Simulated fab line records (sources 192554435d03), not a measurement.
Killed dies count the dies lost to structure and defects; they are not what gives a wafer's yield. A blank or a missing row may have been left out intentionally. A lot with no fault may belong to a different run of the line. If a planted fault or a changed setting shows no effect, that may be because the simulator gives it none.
Matching of chambers :: flow n5_finfet :: N5_BEOL_M6_CMP_52 on cmp-04: 4 sister chambers
The step polishes, stops on SiCOH lowk, t overpolish 6.9 s, target thk 80 nm. 8 wafers are shown with their chamber, then 7 later ones without.

== WAFERS, EACH WITH ITS CHAMBER ==
wafer: L080.6
chamber: 0
time_to_endpoint_s (s): 61.4
motor_current_A (A): 5.7

wafer: L079.1
chamber: 2
time_to_endpoint_s (s): 57.8
motor_current_A (A): 5.8

wafer: L079.3
chamber: 0
time_to_endpoint_s (s): 65.7
motor_current_A (A): 5.9

wafer: L086.1
chamber: 1
time_to_endpoint_s (s): 65.7
motor_current_A (A): 6.0

wafer: L086.2
chamber: 3
time_to_endpoint_s (s): 63.0
motor_current_A (A): 6.3

wafer: L086.4
chamber: 2
time_to_endpoint_s (s): 56.6
motor_current_A (A): 6.1

wafer: L090.3
chamber: 1
time_to_endpoint_s (s): 66.6
motor_current_A (A): 6.0

wafer: L090.4
chamber: 3
time_to_endpoint_s (s): 66.8
motor_current_A (A): 6.8

== WAFERS WITH NO CHAMBER GIVEN ==
wafer: L090.6
time_to_endpoint_s (s): 62.9
motor_current_A (A): 6.1

wafer: L093.4
time_to_endpoint_s (s): 62.5
motor_current_A (A): 6.1

wafer: L093.5
time_to_endpoint_s (s): 55.9
motor_current_A (A): 6.2

wafer: L093.6
time_to_endpoint_s (s): 64.3
motor_current_A (A): 6.5

wafer: L097.1
time_to_endpoint_s (s): 65.4
motor_current_A (A): 6.3

wafer: L097.3
time_to_endpoint_s (s): 62.0
motor_current_A (A): 6.3

wafer: L097.5
time_to_endpoint_s (s): 58.0
motor_current_A (A): 5.9

== WHICH CHAMBER EACH ONE RAN IN ==
wafer: L090.6
from the rows above: can't be placed: 0 or 1 or 3 or 2
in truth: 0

wafer: L093.4
from the rows above: can't be placed: 0 or 1 or 3 or 2
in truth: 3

wafer: L093.5
from the rows above: 2
in truth: 2

wafer: L093.6
from the rows above: 3
in truth: 3

wafer: L097.1
from the rows above: can't be placed: 3 or 1 or 0
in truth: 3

wafer: L097.3
from the rows above: can't be placed: 3 or 0 or 1 or 2
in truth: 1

wafer: L097.5
from the rows above: 2
in truth: 2
Correct placement for 3 of the 7. These rows do not allow placing 4 (true chamber among the candidates in 4). Wrongly placed: 0.
How it was worked out, from the rows above alone: a wafer's distance from a chamber is the root of the sum, over the readings, of the square of ((its reading less the chamber's mean) divided by the reading's scatter). If the next closest chamber is less than 2 further off than the closest, the wafer can't be placed; otherwise it belongs to the closest. A chamber's mean is the mean of its shown wafers. How the scatter is found: for the shown wafers, subtract from each reading the mean of its chamber, square and add these, divide the total by (wafers less chambers), then take the root.
